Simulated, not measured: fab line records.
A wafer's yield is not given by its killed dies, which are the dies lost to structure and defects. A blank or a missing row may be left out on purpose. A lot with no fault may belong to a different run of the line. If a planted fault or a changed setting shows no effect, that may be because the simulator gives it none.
Which tool is to blame?    flow nand_harc    Sampling: 11 lots, 33 wafers, 6 of 1302 route steps

WHAT EACH GAUGE READ, for each wafer
NHARC_P_CONTACT_CD_MEAS_12 targets a cd of 90 nm.
lot   measured      on         cd_nm (nm)
L934  day 6 18:53   cd_sem-03  89.0 89.9 89.2
L933  day 6 19:17   cd_sem-02  89.7 89.6 90.5
L935  day 7 06:58   cd_sem-01  90.5 90.9 90.1
L936  day 7 11:29   cd_sem-02  90.1 90.0 88.9
L938  day 8 07:37   cd_sem-02  89.8 90.5 91.6
L941  day 9 19:49   cd_sem-01  90.1 89.1 90.3
L943  day 10 08:55  cd_sem-03  95.6 95.3 95.8
L952  day 14 03:26  cd_sem-02  90.1 90.6 90.7
L953  day 14 15:26  cd_sem-03  90.1 90.5 90.7
L954  day 15 11:50  cd_sem-03  90.8 91.1 90.8
L955  day 15 13:48  cd_sem-01  90.9 91.0 90.3

NHARC_P_CONTACT_CD_MEAS_19.
lot   measured      on         cd_nm (nm)
L934  day 6 19:56   cd_sem-03  89.6 90.6 87.6
L933  day 6 20:24   cd_sem-02  89.1 89.9 90.5
L935  day 7 08:01   cd_sem-02  88.5 93.3 88.5
L936  day 7 12:33   cd_sem-01  91.3 89.1 88.8
L938  day 8 08:41   cd_sem-03  89.3 90.3 93.5
L941  day 9 20:52   cd_sem-02  91.7 90.1 89.3
L943  day 10 09:58  cd_sem-02  93.0 94.0 93.9
L952  day 14 04:38  cd_sem-03  88.1 90.7 90.4
L953  day 14 16:30  cd_sem-03  89.8 88.4 88.1
L954  day 15 12:53  cd_sem-02  90.7 91.4 90.3
L955  day 15 14:52  cd_sem-03  90.2 91.4 90.2

EACH LOT AND THE TOOL THAT RAN IT (in order: tool; ch and the chambers of the sampled wafers; start)
lot   NHARC_P_GATE_DESCUM_61              NHARC_P_GATE_STRIP_113                NHARC_P_CONTACT_EXPOSE_09           NHARC_P_CONTACT_ETCH_31
L934  rie_diel-05 ch 0,1,3, day 6 12:32   plasma_asher-01 ch 0,1, day 6 14:50   arfi_scanner-03 ch 0, day 6 18:45   rie_diel-12 ch 1,2, day 6 19:56 or earlier
L933  rie_diel-09 ch 0,1,2, day 6 13:02   plasma_asher-02 ch 0,1, day 6 15:13   arfi_scanner-01 ch 0, day 6 19:09   rie_diel-04 ch 1,2,3, day 6 20:24 or earlier
L935  rie_diel-05 ch 0,1,3, day 7 00:25   plasma_asher-02 ch 0,1, day 7 02:56   arfi_scanner-03 ch 0, day 7 06:49   rie_diel-04 ch 1,3, day 7 08:01 or earlier
L936  rie_diel-05 ch 0,1, day 7 05:16     plasma_asher-01 ch 0,1, day 7 07:21   arfi_scanner-02 ch 0, day 7 11:21   rie_diel-13 ch 0,2,3, day 7 12:33 or earlier
L938  rie_diel-08 ch 0,1,3, day 8 01:31   plasma_asher-01 ch 0,1, day 8 03:28   arfi_scanner-02 ch 0, day 8 07:29   rie_diel-04 ch 0,1,3, day 8 08:41 or earlier
L941  rie_diel-05 ch 0,2,3, day 9 13:24   plasma_asher-01 ch 0,1, day 9 15:32   arfi_scanner-03 ch 0, day 9 19:40   rie_diel-13 ch 0,3, day 9 20:52 or earlier
L943  rie_diel-05 ch 0,1,3, day 10 02:38  plasma_asher-01 ch 0,1, day 10 05:02  arfi_scanner-03 ch 0, day 10 08:46  rie_diel-04 ch 1,2,3, day 10 09:58 or earlier
L952  rie_diel-05 ch 1,2, day 13 20:55    plasma_asher-02 ch 0,1, day 13 23:21  arfi_scanner-03 ch 0, day 14 03:17  rie_diel-12 ch 0,1,2, day 14 04:38 or earlier
L953  rie_diel-05 ch 0,1,3, day 14 09:11  plasma_asher-02 ch 0,1, day 14 11:17  arfi_scanner-01 ch 0, day 14 15:18  rie_diel-12 ch 0,1,3, day 14 16:30 or earlier
L954  rie_diel-05 ch 0,1,2, day 15 05:30  plasma_asher-01 ch 0,1, day 15 07:54  arfi_scanner-02 ch 0, day 15 11:41  rie_diel-04 ch 1,2,3, day 15 12:53 or earlier
L955  rie_diel-08 ch 0,1, day 15 07:40    plasma_asher-02 ch 0,1, day 15 10:00  arfi_scanner-03 ch 0, day 15 13:40  rie_diel-04 ch 1,2, day 15 14:52 or earlier
- NHARC_P_GATE_DESCUM_61: chemistry O2, time 3 s.
- NHARC_P_GATE_STRIP_113: strips in N2/H2, time 740 s.
- NHARC_P_CONTACT_EXPOSE_09: exposes mask P CA, target cd 90 nm.
- NHARC_P_CONTACT_ETCH_31: etches the open film in CH3F/O2, target depth 30 nm, time 85.7 s.

WHAT THE TOOLS THEMSELVES READ (means of the sampled wafers that have a number; where no wafer has one, the mark that the record gives instead)
NHARC_P_GATE_DESCUM_61.
lot   tool         drypump_motor_current_A (A)  oes_product_au (a.u.)  rf_vpp_V (V)  showerhead_plenum_p_Torr (Torr)  throttle_valve_pct (%)
L934  rie_diel-05  5.5                          1.005                  58.0          1.82                             11.309
L933  rie_diel-09  5.6                          0.994                  57.2          1.89                             11.311
L935  rie_diel-05  5.5                          1.005                  56.7          1.82                             11.323
L936  rie_diel-05  5.7                          0.992                  56.5          1.81                             11.306
L938  rie_diel-08  5.8                          1.005                  57.3          1.79                             11.311
L941  rie_diel-05  5.1                          1.003                  56.3          1.81                             11.299
L943  rie_diel-05  5.5                          0.999                  57.9          1.82                             11.308
L952  rie_diel-05  6.0                          1.012                  57.9          1.83                             11.310
L953  rie_diel-05  5.5                          1.003                  57.4          1.82                             11.312
L954  rie_diel-05  5.6                          1.003                  57.2          1.80                             11.313
L955  rie_diel-08  6.0                          0.991                  57.5          1.79                             11.321

NHARC_P_GATE_STRIP_113.
lot   tool             drypump_motor_current_A (A)  heater_power_w (W)
L934  plasma_asher-01  5.5                          85
L933  plasma_asher-02  6.5                          90
L935  plasma_asher-02  6.5                          90
L936  plasma_asher-01  5.8                          89
L938  plasma_asher-01  5.4                          85
L941  plasma_asher-01  5.8                          83
L943  plasma_asher-01  5.8                          83
L952  plasma_asher-02  6.6                          89
L953  plasma_asher-02  6.6                          90
L954  plasma_asher-01  5.8                          82
L955  plasma_asher-02  6.6                          89

NHARC_P_CONTACT_EXPOSE_09.
lot   tool             reticle_temp_C (C)
L934  arfi_scanner-03  22.92
L933  arfi_scanner-01  23.16
L935  arfi_scanner-03  23.11
L936  arfi_scanner-02  22.97
L938  arfi_scanner-02  23.12
L941  arfi_scanner-03  22.97
L943  arfi_scanner-03  23.00
L952  arfi_scanner-03  22.94
L953  arfi_scanner-01  23.01
L954  arfi_scanner-02  23.02
L955  arfi_scanner-03  23.11

NHARC_P_CONTACT_ETCH_31.
lot   tool         drypump_motor_current_A (A)  oes_product_au (a.u.)  rf_vpp_V (V)  showerhead_plenum_p_Torr (Torr)  throttle_valve_pct (%)
L934  rie_diel-12  6.0                          0.982                  245.1         2.49                             20.658
L933  rie_diel-04  5.7                          0.990                  245.0         2.55                             20.661
L935  rie_diel-04  5.7                          0.993                  246.0         2.60                             20.662
L936  rie_diel-13  5.2                          0.975                  242.4         2.34                             20.672
L938  rie_diel-04  6.0                          0.976                  246.2         2.59                             20.654
L941  rie_diel-13  5.4                          0.966                  242.2         2.34                             20.656
L943  rie_diel-04  5.6                          0.988                  246.8         2.55                             20.658
L952  rie_diel-12  5.9                          0.984                  244.4         2.44                             20.664
L953  rie_diel-12  5.5                          0.958                  243.3         2.42                             20.673
L954  rie_diel-04  5.7                          0.988                  245.1         2.54                             20.668
L955  rie_diel-04  5.6                          1.005                  244.3         2.50                             20.653

THE ANSWER, worked out from the rows above alone
Rule: the usual values come from the lots themselves. Put in order of their means at a reading, lots are off if they are a third of the lots or fewer, leave a main group of 4 or more, and stand apart from it by a gap of 3 or more times the standard deviation of the main group's means; of several such gaps the widest counts. Not used: any main group whose means are identical at the precision the tables above print for the reading. A lot without any number at a reading at which 4 lots or more have one is off too. Where the step has rows for the other lots, those lots are counted as sound. Order of review: gauges by route order, followed by the tools' own readings, for which a lot's mean as printed above is used. The first step at which some lot is off is used, and at that step the reading that is off furthest; a lot without a number counts as furthest.
Off, at NHARC_P_CONTACT_CD_MEAS_12 on cd_nm: L943. For the main group the mean is 90.2 nm and the standard deviation 0.48.
A tool fits if, at a process step before that reading, it ran every lot that is off, and no sound lot after the first of them. Not tried: the gauges at NHARC_P_CONTACT_CD_MEAS_12; whatever is off there is also off at NHARC_P_CONTACT_CD_MEAS_19, on other tools, and gauge error can't account for it. None of those tried fits.

WHAT THE SIMULATOR HAD INSERTED
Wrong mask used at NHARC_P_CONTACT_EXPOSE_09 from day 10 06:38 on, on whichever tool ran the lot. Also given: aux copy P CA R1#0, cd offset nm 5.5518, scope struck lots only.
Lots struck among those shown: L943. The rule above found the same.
